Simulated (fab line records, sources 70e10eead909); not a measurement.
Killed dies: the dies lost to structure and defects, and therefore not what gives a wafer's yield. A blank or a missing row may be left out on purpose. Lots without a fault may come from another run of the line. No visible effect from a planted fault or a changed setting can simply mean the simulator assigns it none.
Which tool was responsible? | flow nand_harc | 11 lots with 33 wafers sampled at 2 steps, on a route of 1302 steps

== WHAT THE GAUGES READ, wafer by wafer ==
NHARC_P_GATE_CD_MEAS_26: target cd 120 nm.
lot  | measured     | on        | cd_nm (nm)
L697 | day 5 13:20  | cd_sem-01 | 119.4 119.5 119.4
L698 | day 5 20:08  | cd_sem-03 | 119.3 120.0 119.9
L700 | day 6 15:53  | cd_sem-01 | 120.1 121.0 121.0
L701 | day 7 10:44  | cd_sem-01 | 119.9 120.5 119.7
L703 | day 8 03:15  | cd_sem-03 | 120.1 120.5 120.0
L704 | day 8 05:43  | cd_sem-02 | 119.3 119.3 119.5
L705 | day 8 17:38  | cd_sem-01 | 120.3 120.1 119.4
L708 | day 9 23:06  | cd_sem-03 | 120.2 119.6 119.4
L711 | day 10 23:10 | cd_sem-01 | 119.1 118.7 119.3
L710 | day 10 23:31 | cd_sem-01 | 112.5 112.6 111.7
L719 | day 14 11:53 | cd_sem-02 | 120.5 120.5 120.3

== TOOL THAT RAN EACH LOT (tool first, then ch and the chambers of the sampled wafers, then the start) ==
lot  | NHARC_P_GATE_EXPOSE_23
L697 | arfi_scanner-01 ch 0, day 5 13:12
L698 | arfi_scanner-01 ch 0, day 5 20:00
L700 | arfi_scanner-03 ch 0, day 6 15:44
L701 | arfi_scanner-03 ch 0, day 7 10:37
L703 | arfi_scanner-01 ch 0, day 8 03:07
L704 | arfi_scanner-01 ch 0, day 8 05:34
L705 | arfi_scanner-02 ch 0, day 8 17:30
L708 | arfi_scanner-02 ch 0, day 9 22:58
L711 | arfi_scanner-03 ch 0, day 10 23:01
L710 | arfi_scanner-03 ch 0, day 10 23:22
L719 | arfi_scanner-02 ch 0, day 14 11:44
- NHARC_P_GATE_EXPOSE_23: exposes mask P GATE, target cd 120 nm.

== THE ANSWER, worked out from the rows above alone ==
Rule: usual is defined by the lots themselves. The widest of any qualifying gaps counts: lots, ordered by their means at a reading, are off when they make up no more than a third of the lots, leave a main group of 4 or more, and stand apart from it by 3 or more times the standard deviation of that group's means. A main group is skipped when, at the precision printed for the reading in the tables above, its means are all equal. A lot without any number at a reading at which 4 lots or more have one is off too. The other lots that the step has rows for count as sound.
Off: L710, at NHARC_P_GATE_CD_MEAS_26 (cd_nm). Mean 119.9 nm and standard deviation 0.48 in the main group.
If a tool, at a process step before that reading, ran all the lots that are off and no sound lot after the first of them, it fits. Gauges at NHARC_P_GATE_CD_MEAS_26: tried the same way as those tools. This does not decide it: 2 tools fit, namely arfi_scanner-03 at NHARC_P_GATE_EXPOSE_23 and cd_sem-01 at NHARC_P_GATE_CD_MEAS_26.

== WHAT THE SIMULATOR PUT IN ==
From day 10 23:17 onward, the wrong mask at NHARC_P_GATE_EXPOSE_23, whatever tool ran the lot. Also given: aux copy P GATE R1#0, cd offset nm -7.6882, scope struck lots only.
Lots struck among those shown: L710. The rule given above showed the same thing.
